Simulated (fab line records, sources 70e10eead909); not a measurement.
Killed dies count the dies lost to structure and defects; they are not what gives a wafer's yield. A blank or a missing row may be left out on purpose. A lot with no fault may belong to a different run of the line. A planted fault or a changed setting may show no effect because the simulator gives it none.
Problem report in the 8D (eight disciplines) form, filled by code / flow nand_harc / the parts of the form that need people (team, actions taken, sign-off) are left out

## 1. THE PROBLEM
Wafers without a fault read 113.6 nm, standard deviation 1.5; thk_nm at NHARC_A_M0_THK_MEAS_24 reads a mean of 29.3 nm on 6 wafers belonging to 2 lots. That puts it -56 standard deviations away from the usual mean.
The step: measures by xrf.
Seen first at day 26 19:02 on film_metro-01, wafer L856.3. Wafers with a number at this step in the record: 42, from 14 lots. The rule behind "out" and "out of limits": a value lying over 4 standard deviations away from the usual mean. All remaining wafers that have a number are taken as sound.

## 2. WHAT IT IS, WHAT IT ISN'T
question=which readings at this step | is=thk_nm | is not=-
question=which lots | is=L856, L857 | is not=L847, L849, L850, L851, L852, L853, L855, L859, L866, L867, L868, L869
question=which wafers of those lots | is=all that have a number | is not=-
question=read on which gauges | is=film_metro-01 | is not=film_metro-02
question=when | is=from day 26 19:02 | is not=up to then (21 sound wafers); but 15 sound wafers of L859, L866, L867, L868, L869 came after

## 3. WHAT RULES OUT EACH SUSPECT
Counting: any tool at a process step up to the reading is kept as a suspect provided that every lot that is out went through it and no sound lot did after the first of them.
- ruled out: the gauge at NHARC_A_M0_THK_MEAS_24. All the wafers that are out were read on film_metro-01, but those of them that NHARC_A_M0_CMP_23 has rows for are out there too, on other tools.
- ecd_cu-02 at NHARC_A_M0_ECD_22 (material Cu, target thk 400 nm): ruled out as a lasting fault. The sound lots L866, L869 went through it after L856, its earliest lot that is out (day 26 18:05).
Left after counting: nothing in the record.

## 4. THE CAUSE (what the simulator had put in)
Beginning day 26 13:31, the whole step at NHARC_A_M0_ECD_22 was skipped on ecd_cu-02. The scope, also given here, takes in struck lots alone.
It was ruled out by counting, in error; the rule expects a fault to strike all lots run on its tool from its start on, and this fault did not.

## 5. SEQUENCE OF EFFECTS, ordered by route
Rows list readings where the struck wafers' mean (over those with a number) sits beyond 3 standard deviations from the usual. Only readings whose record carries a usual standard deviation are examined. hours: median over the lots of the time between each lot's start at the first step of this table that gives one and its start at this step. sigmas: the change, counted in usual standard deviations.
hours=0; step=NHARC_A_M0_CMP_23; reading=time_to_endpoint_s; usual=28.2 s; on struck wafers=0.8; change=-27.4; sigmas=-15
hours=0; step=NHARC_A_M0_THK_MEAS_24; reading=thk_nm; usual=113.6 nm; on struck wafers=29.3; change=-84.3; sigmas=-56
Its process steps:
- NHARC_A_M0_CMP_23: polishes, t overpolish 20 s, target thk 113.75 nm.
Readings that are blank on the struck wafers while sound wafers have them: bath_heat_duty_pct at NHARC_A_M0_ECD_22; bath_temp_c at NHARC_A_M0_ECD_22.
Later steps that measure or inspect, where all struck wafers having a row at the step show a number for every such reading and not one has moved that far: NHARC_A_M0_INSPECT_27.

## 6. HOW IT WOULD HAVE BEEN CAUGHT EARLIER
The first out-of-limits reading at a measuring or inspecting step in this record came at day 26 19:02, 6 hours after the fault's start at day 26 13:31.
At NHARC_A_M0_ECD_22 the tool's readings are blank on the struck wafers, where sound wafers have them: an empty tool record is the first sign, and it was there at once.
